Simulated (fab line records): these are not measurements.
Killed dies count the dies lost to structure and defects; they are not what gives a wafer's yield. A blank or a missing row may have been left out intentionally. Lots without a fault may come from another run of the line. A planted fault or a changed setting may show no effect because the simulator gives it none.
Which tool was responsible? + flow nand_harc + route of 1302 steps, sampled at 1 step: 6 lots, 18 wafers

== WHAT THE GAUGES SHOWED, per wafer ==
NHARC_A_M1_CD_MEAS_16.
| lot  | measured     | on        | cd_nm (nm)        |
|------|--------------|-----------|-------------------|
| L813 | day 23 05:26 | cd_sem-01 | 118.8 119.0 121.0 |
| L817 | day 25 12:45 | cd_sem-03 | 119.3 121.4 120.1 |
| L815 | day 25 21:13 | cd_sem-02 | 119.8 120.3 119.9 |
| L827 | day 29 02:37 | cd_sem-02 | 118.4 119.0 118.1 |
| L831 | day 30 21:37 | cd_sem-02 | 118.8 118.4 119.9 |
| L834 | day 32 05:06 | cd_sem-02 | 119.7 118.6 119.7 |

== WHAT TOOL EACH LOT RAN ON (gives the tool, then ch and the chambers of the sampled wafers, and finally the start) ==
No process step before these readings appears in the record.

== THE ANSWER, worked out from the rows above alone ==
Rule: the lots themselves supply what counts as usual. The widest of any qualifying gaps counts: lots, ordered by their means at a reading, are off when they make up no more than a third of the lots, leave a main group of 4 or more, and stand apart from it by 3 or more times the standard deviation of that group's means. A main group whose means are all the same, to the digits that the tables above print for the reading, isn't used. Also off: a lot with no number at a reading for which 4 or more lots have one. Any other lot the step has rows for is counted as sound.
Across all readings shown, no lot is off: no conclusion can be drawn from this.

== WHAT THE SIMULATOR PUT IN ==
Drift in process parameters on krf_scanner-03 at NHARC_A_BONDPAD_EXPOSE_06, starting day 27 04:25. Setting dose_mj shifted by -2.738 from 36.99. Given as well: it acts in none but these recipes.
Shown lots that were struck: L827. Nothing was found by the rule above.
